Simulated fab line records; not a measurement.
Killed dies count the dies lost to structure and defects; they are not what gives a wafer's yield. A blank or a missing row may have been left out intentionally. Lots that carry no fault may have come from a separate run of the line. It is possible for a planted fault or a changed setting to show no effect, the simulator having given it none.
Matching of chambers :: flow n5_finfet :: N5_BEOL_M8_CMP_52 on cmp-03 has 4 sister chambers
The step polishes, stops on SiCOH lowk, t overpolish 6.9 s, target thk 80 nm. 8 wafers are shown with their chamber, then 11 later ones without.

## WAFERS PAIRED WITH THEIR CHAMBERS
wafer: L083.3
chamber: 3
time_to_endpoint_s (s): 64
motor_current_A (A): 6.9

wafer: L082.6
chamber: 3
time_to_endpoint_s (s): 66
motor_current_A (A): 6.6

wafer: L086.3
chamber: 2
time_to_endpoint_s (s): 64
motor_current_A (A): 6.0

wafer: L086.6
chamber: 1
time_to_endpoint_s (s): 59
motor_current_A (A): 6.8

wafer: L088.2
chamber: 2
time_to_endpoint_s (s): 63
motor_current_A (A): 6.1

wafer: L088.3
chamber: 0
time_to_endpoint_s (s): 61
motor_current_A (A): 5.7

wafer: L088.6
chamber: 1
time_to_endpoint_s (s): 60
motor_current_A (A): 6.6

wafer: L087.2
chamber: 0
time_to_endpoint_s (s): 63
motor_current_A (A): 6.0

## WAFERS WHOSE CHAMBER IS MISSING
wafer: L087.4
time_to_endpoint_s (s): 63
motor_current_A (A): 6.6

wafer: L087.5
time_to_endpoint_s (s): 57
motor_current_A (A): 6.6

wafer: L092.2
time_to_endpoint_s (s): 61
motor_current_A (A): 5.8

wafer: L092.4
time_to_endpoint_s (s): 59
motor_current_A (A): 6.6

wafer: L092.5
time_to_endpoint_s (s): 64
motor_current_A (A): 5.8

wafer: L095.4
time_to_endpoint_s (s): 69
motor_current_A (A): 6.1

wafer: L095.5
time_to_endpoint_s (s): 60
motor_current_A (A): 6.6

wafer: L095.6
time_to_endpoint_s (s): 64
motor_current_A (A): 5.8

wafer: L096.2
time_to_endpoint_s (s): 65
motor_current_A (A): 6.8

wafer: L096.3
time_to_endpoint_s (s): 59
motor_current_A (A): 6.4

wafer: L096.5
time_to_endpoint_s (s): 62
motor_current_A (A): 7.0

## EACH ONE'S CHAMBER
wafer: L087.4
from the rows above: can't be placed: 3 or 1 or 2
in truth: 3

wafer: L087.5
from the rows above: 1
in truth: 1

wafer: L092.2
from the rows above: can't be placed: 0 or 2
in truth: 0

wafer: L092.4
from the rows above: 1
in truth: 1

wafer: L092.5
from the rows above: can't be placed: 2 or 0
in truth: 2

wafer: L095.4
from the rows above: can't be placed: 2 or 3 or 0
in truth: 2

wafer: L095.5
from the rows above: 1
in truth: 1

wafer: L095.6
from the rows above: can't be placed: 2 or 0
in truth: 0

wafer: L096.2
from the rows above: 3
in truth: 3

wafer: L096.3
from the rows above: 1
in truth: 1

wafer: L096.5
from the rows above: can't be placed: 1 or 3
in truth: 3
5 of 11 placed correctly. Unplaceable from these rows: 6, with the true chamber sitting among the candidates in 6. Placed wrongly: 0.
How it was worked out, from the rows above alone: a wafer's distance from a chamber is the root of the sum, over the readings, of the square of ((its reading less the chamber's mean) divided by the reading's scatter). If the next closest chamber is less than 2 further off than the closest, the wafer can't be placed; otherwise it belongs to the closest. Each chamber's mean is taken over the wafers shown for it. The scatter: take each reading less its chamber's mean, square it, sum over the shown wafers, divide by the number of wafers less the number of chambers, and take the root.
